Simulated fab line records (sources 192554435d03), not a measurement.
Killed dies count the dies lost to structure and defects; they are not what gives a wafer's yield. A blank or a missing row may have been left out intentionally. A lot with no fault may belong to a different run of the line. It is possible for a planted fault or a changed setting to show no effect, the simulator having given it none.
fab line records	flow n5-finfet
record lots=10	wafers=30	last-day=18
route steps=1938 shown SD_EPI_N@294 ILD0@339 BEOL_M4@1111
lots with no fault: from the same line, run without faults
start-h: start of the lot's first displayed wafer, in hours after the record's first day	wait-h: how many hours have passed since the lot's step before this one	" as in the row above	L1.1+2: several wafers, shown together as one row	- no value, or no start was given	* or withheld: withheld	< > ~ a bound
route shown NAME@n: names a module that has steps shown in the file, with the first one's number in the route	usual: mean/standard deviation of fault-free wafers	same: alike in all rows	chamber/n: place in a boat	sites: the reading at each site	_std_site: the values' standard deviation	_edge_site: the outer-site mean with the inner-site mean subtracted	radius-mm: for every site, how far away it sits from the centre of the wafer	mask NAME#n: copy n	behind: tool/chamber where the wafer was last shaped	hold: what put the lot on hold/how long, in hours/how the hold closed	device: the transistor (n, p or np) that didn't switch	end of line: tests of these same wafers at the route's end	a step with no rows: only its recipe	killed: the dies lost at the first sort to structure and to defects; this is not the yield of the wafer	map: the dies of a wafer, with x for killed, . for not killed, _ for no die there
set.NAME: the setting as run; set.NAME@STEP: as run at that earlier step	model.NAME: the simulator's own value behind a step, which no gauge read
a sample of lots followed through the steps of the route, with each step as a table and each wafer as a row
services: the hour from which a tool's chamber was out of use, counted from the record's first day as start-h (under 0 if before that day), plus the number of hours and why
## steps
# step N5_SD_EPI_N_INSPECT_26
# recipe inspect-instrument=darkfield	mode=post-epi
# usual raw-defect-count=193/38
lot.wafer	tool	chamber	start-h	wait-h	raw-defect-count
L251.2	defect-inspect-02	-	66.11	0.1	215
L251.4	"	-	"	"	179
L251.6	"	-	"	"	243
L252.2	defect-inspect-01	-	73.85	0.1	171
L252.3	"	-	"	"	183
L252.5	"	-	"	"	255
L253.2	defect-inspect-01	-	75.38	0.1	144
L253.3	"	-	"	"	219
L253.4	"	-	"	"	139
L258.2	defect-inspect-01	-	109.52	0.1	184
L258.4	"	-	"	"	167
L258.5	"	-	"	"	205
L259.1	defect-inspect-01	-	114.66	0.1	219
L259.5	"	-	"	"	182
L259.6	"	-	"	"	203
L264.1	defect-inspect-02	-	144.75	0.1	218
L264.2	"	-	"	"	217
L264.3	"	-	"	"	268
L265.2	defect-inspect-02	-	149.19	0.1	259
L265.3	"	-	"	"	309
L265.4	"	-	"	"	254
L266.2	defect-inspect-02	-	157.78	0.1	126
L266.3	"	-	"	"	154
L266.5	"	-	"	"	147
L269.2	defect-inspect-01	-	172.49	0.1	209
L269.3	"	-	"	"	188
L269.4	"	-	"	"	219
L271.1	defect-inspect-02	-	187.15	0.1	187
L271.3	"	-	"	"	225
L271.5	"	-	"	"	191
# step N5_ILD0_THK_MEAS_04
# usual thk-nm=197.5/1.1
lot.wafer	tool	chamber	start-h	wait-h	thk-nm
L251.2	film-metro-02	-	73.77	-	197.9
L251.4	"	-	"	"	198.1
L251.6	"	-	"	"	198.0
L252.2	film-metro-01	-	81.51	-	197.3
L252.3	"	-	"	"	197.4
L252.5	"	-	"	"	197.6
L253.2	film-metro-02	-	83.20	-	199.1
L253.3	"	-	"	"	197.1
L253.4	"	-	"	"	197.2
L258.2	film-metro-02	-	117.18	-	198.8
L258.4	"	-	"	"	198.1
L258.5	"	-	"	"	199.6
L259.1	film-metro-01	-	122.49	-	197.0
L259.5	"	-	"	"	198.4
L259.6	"	-	"	"	196.6
L264.1	film-metro-02	-	152.55	-	198.2
L264.2	"	-	"	"	198.5
L264.3	"	-	"	"	198.1
L265.2	film-metro-01	-	156.80	-	197.8
L265.3	"	-	"	"	198.3
L265.4	"	-	"	"	196.7
L266.2	film-metro-01	-	165.68	-	196.0
L266.3	"	-	"	"	197.9
L266.5	"	-	"	"	196.9
L269.2	film-metro-01	-	180.19	-	198.7
L269.3	"	-	"	"	196.8
L269.4	"	-	"	"	198.4
L271.1	film-metro-01	-	195.03	-	196.0
L271.3	"	-	"	"	197.5
L271.5	"	-	"	"	197.3
# step N5_ILD0_CMP_12
# recipe stop-on=poly-Si	material=SiNx	t-overpolish-s=6	post-cmp-clean=alkaline-brush	down-force-psi=2.5	platen-rpm=51.8	pad-velocity-m-s=1.0307	target-thk-nm=17.67
# usual motor-current-A=8.9/1.2	overpolish-run-s=5.999/0.0089	pad-life-wafers=980/570	retaining-ring-pressure-frac=1.000/0.0053	time-to-endpoint-s=28.3/2.2
# same t-overpolish-s=6
lot.wafer	tool	chamber	start-h	wait-h	motor-current-A	overpolish-run-s	pad-life-wafers	retaining-ring-pressure-frac	time-to-endpoint-s
L251.2	cmp-04	2	77.18	1.2	11.0	5.999	252	1.005	30.6
L251.4	"	3	"	"	8.7	5.988	253	1.000	26.7
L251.6	"	3	"	"	8.8	5.998	-	1.001	26.3
L252.3	cmp-04	2	84.79	1.2	10.7	6.015	325	1.007	31.2
L252.2	"	0	"	"	8.4	6.005	327	1.000	29.6
L252.5	"	2	"	"	11.0	6.013	-	1.007	26.9
L253.4	cmp-01	3	86.44	1.1	9.9	5.997	1044	1.009	31.1
L253.3	"	1	"	"	7.4	6.008	1046	0.997	29.1
L253.2	"	2	"	"	8.8	5.995	1047	0.995	30.7
L258.2	cmp-04	1	120.51	1.2	7.7	5.998	595	1.000	56.9
L258.4	"	2	"	"	11.1	5.991	596	1.004	56.4
L258.5	"	0	"	"	8.4	6.004	-	0.994	56.6
L259.1	cmp-04	3	125.83	1.2	9.0	5.990	638	1.001	54.7
L259.5	"	1	"	"	8.2	6.001	-	1.001	55.7
L259.6	"	2	"	"	11.0	5.991	-	0.995	57.5
L264.1	cmp-01	0	155.79	1.1	7.7	5.999	1632	0.986	23.4
L264.2	"	2	"	"	8.3	6.029	1634	1.008	29.5
L264.3	"	3	"	"	9.8	5.987	1635	0.998	29.6
L265.2	cmp-03	2	160.08	1.2	8.7	5.976	121	1.002	26.0
L265.3	"	3	"	"	9.6	5.984	122	0.997	27.8
L265.4	"	0	"	"	10.1	5.998	123	1.002	29.4
L266.2	cmp-01	2	169.19	1.2	8.2	6.001	1754	0.999	24.7
L266.3	"	3	"	"	9.6	6.000	1755	1.004	30.5
L266.5	"	1	"	"	7.1	6.006	-	0.996	25.2
L269.3	cmp-01	3	183.45	1.1	9.7	6.009	1884	1.003	32.8
L269.2	"	0	"	"	7.6	6.001	1885	1.000	30.3
L269.4	"	1	"	"	7.2	5.994	1886	1.006	30.8
L271.3	cmp-03	0	198.49	1.1	9.6	5.998	420	0.997	27.4
L271.1	"	2	"	"	8.8	5.998	422	0.998	24.5
L271.5	"	0	"	"	9.9	5.984	-	1.000	29.0
# step N5_ILD0_INSPECT_06
# recipe inspect-instrument=darkfield	mode=post-cmp
# usual raw-defect-count=36/17
lot.wafer	tool	chamber	start-h	wait-h	raw-defect-count
L251.2	defect-inspect-02	-	77.50	0.0	30
L251.4	"	-	"	"	37
L251.6	"	-	"	"	39
L252.2	defect-inspect-02	-	85.08	0.0	23
L252.3	"	-	"	"	24
L252.5	"	-	"	"	30
L253.2	defect-inspect-02	-	86.76	0.0	18
L253.3	"	-	"	"	45
L253.4	"	-	"	"	50
L258.2	defect-inspect-01	-	120.79	0.0	36
L258.4	"	-	"	"	34
L258.5	"	-	"	"	33
L259.1	defect-inspect-01	-	126.07	0.0	33
L259.5	"	-	"	"	59
L259.6	"	-	"	"	52
L264.1	defect-inspect-01	-	156.11	0.0	69
L264.2	"	-	"	"	34
L264.3	"	-	"	"	23
L265.2	defect-inspect-01	-	160.37	0.0	23
L265.3	"	-	"	"	34
L265.4	"	-	"	"	29
L266.2	defect-inspect-01	-	169.44	0.0	27
L266.3	"	-	"	"	55
L266.5	"	-	"	"	42
L269.2	defect-inspect-01	-	183.77	0.0	23
L269.3	"	-	"	"	47
L269.4	"	-	"	"	32
L271.1	defect-inspect-01	-	198.81	0.0	55
L271.3	"	-	"	"	52
L271.5	"	-	"	"	50
# step N5_BEOL_M4_RC_MEAS_101
# usual DIBL_N=36.5/1.4	DIBL_P=36.9/1.7	IOFF_N=0.163/0.023	IOFF_P=0.22/0.032	ION_N=673/9	ION_P=462/7.5	SS_N=71.6/0.54	SS_P=73.4/0.62	VT_N=249.8/2.8	VT_P=-250/3.5
lot.wafer	tool	chamber	start-h	wait-h	DIBL_N[mV/V]	DIBL_P[mV/V]	IOFF_N[nA/um]	IOFF_P[nA/um]	ION_N[uA/um]	ION_P[uA/um]	SS_N[mV/dec]	SS_P[mV/dec]	VT_N[mV]	VT_P[mV]
L251.2	prober-02	0	182.56	0.2	36.8	36.5	0.161	0.26	684	479	71.6	73.5	249.2	-243
L251.4	"	0	"	"	37.5	36.5	0.173	0.25	680	475	72.0	73.7	247.9	-248
L251.6	"	0	"	"	38.1	37.9	0.186	0.29	689	482	71.9	73.7	245.9	-244
L252.2	prober-01	0	186.04	0.2	36.1	37.5	0.159	0.23	674	469	71.1	73.0	248.9	-247
L252.3	"	0	"	"	37.7	39.1	0.190	0.27	678	469	71.6	73.6	249.7	-248
L252.5	"	0	"	"	35.5	36.7	0.152	0.22	677	471	71.4	73.6	253.0	-252
L253.2	prober-01	0	188.16	0.2	37.6	36.9	0.182	0.29	679	470	71.9	72.8	247.3	-242
L253.3	"	0	"	"	37.0	35.2	0.159	0.25	663	466	72.1	73.0	249.2	-245
L253.4	"	0	"	"	36.0	35.0	0.147	0.25	675	472	71.5	72.7	251.0	-243
L258.2	prober-02	0	216.07	0.2	33.7	34.2	0.114	0.14	642	441	71.0	72.4	256.7	-258
L258.4	"	0	"	"	35.0	37.2	0.146	0.18	671	453	71.8	72.6	250.6	-256
L258.5	"	0	"	"	35.0	36.4	0.137	0.17	670	453	71.4	73.4	253.7	-256
L259.1	prober-02	0	233.35	0.0	36.8	36.6	0.161	0.23	678	466	71.1	73.2	252.8	-248
L259.5	"	0	"	"	34.4	33.9	0.132	0.19	672	465	70.5	72.3	252.3	-247
L259.6	"	0	"	"	36.3	36.0	0.153	0.23	672	460	71.6	73.4	251.1	-249
L264.1	prober-01	0	250.54	0.0	37.3	38.5	0.196	0.24	682	462	71.8	74.2	245.1	-249
L264.2	"	0	"	"	38.3	39.0	0.204	0.25	694	464	71.9	74.2	244.8	-248
L264.3	"	0	"	"	36.1	36.6	0.161	0.22	687	469	70.9	74.0	248.7	-249
L265.2	prober-02	0	272.90	0.2	38.2	39.0	0.202	0.26	680	470	71.1	73.4	245.6	-246
L265.3	"	0	"	"	35.8	36.5	0.160	0.21	660	454	71.4	72.9	248.4	-249
L265.4	"	0	"	"	35.6	35.4	0.148	0.19	676	460	71.3	73.3	250.4	-252
L266.2	prober-02	0	276.68	0.2	36.8	38.5	0.174	0.21	686	462	71.9	73.5	247.8	-251
L266.3	"	0	"	"	36.8	38.7	0.182	0.24	684	470	71.7	73.6	248.8	-248
L266.5	"	0	"	"	37.8	40.1	0.198	0.25	688	467	72.4	73.6	244.6	-246
L269.2	prober-02	0	282.28	0.2	37.8	39.6	0.191	0.22	679	457	71.9	74.2	247.5	-252
L269.3	"	0	"	"	35.1	36.1	0.142	0.17	671	448	71.0	73.7	251.1	-258
L269.4	"	0	"	"	34.4	35.9	0.128	0.17	656	454	70.8	73.8	255.7	-254
L271.1	prober-02	0	309.87	0.0	37.4	36.8	0.154	0.21	669	464	71.8	73.0	251.2	-249
L271.3	"	0	"	"	35.0	33.4	0.117	0.16	668	456	71.4	72.8	254.7	-253
L271.5	"	0	"	"	37.4	36.2	0.156	0.20	664	455	71.9	73.4	252.8	-249
## services
tool	chamber	start-h	hours	kind
cmp-01	-	69.00	8.9	pm
cmp-01	-	90.16	0.3	repair
cmp-01	-	107.33	3.7	repair
cmp-04	-	111.68	2.5	repair
cmp-03	-	126.99	4.0	pm
cmp-03	-	130.99	-	consumable-replace:conditioner
cmp-03	-	130.99	-	consumable-replace:pad
cmp-03	-	132.59	14.3	pm
cmp-03	-	162.10	0.6	repair
cmp-04	-	164.33	7.0	pm
## key
first-sign step=N5_ILD0_CMP_12	reading=time-to-endpoint-s	direction=up	sigmas=13	usual=*	struck=*
effect none on later readings
met-at N5_ILD0_CMP_12
struck-lots L258,L259
not-acting-at N5_SD_EPI_N_INSPECT_26,N5_ILD0_THK_MEAS_04,N5_ILD0_INSPECT_06
onset-between 84.79 120.51
fault kind=process-parameter-drift	tool=cmp-04	chamber=-	onset-h=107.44	steps=N5_ILD0_CMP_12	channel=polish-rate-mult	offset=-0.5	shape=step
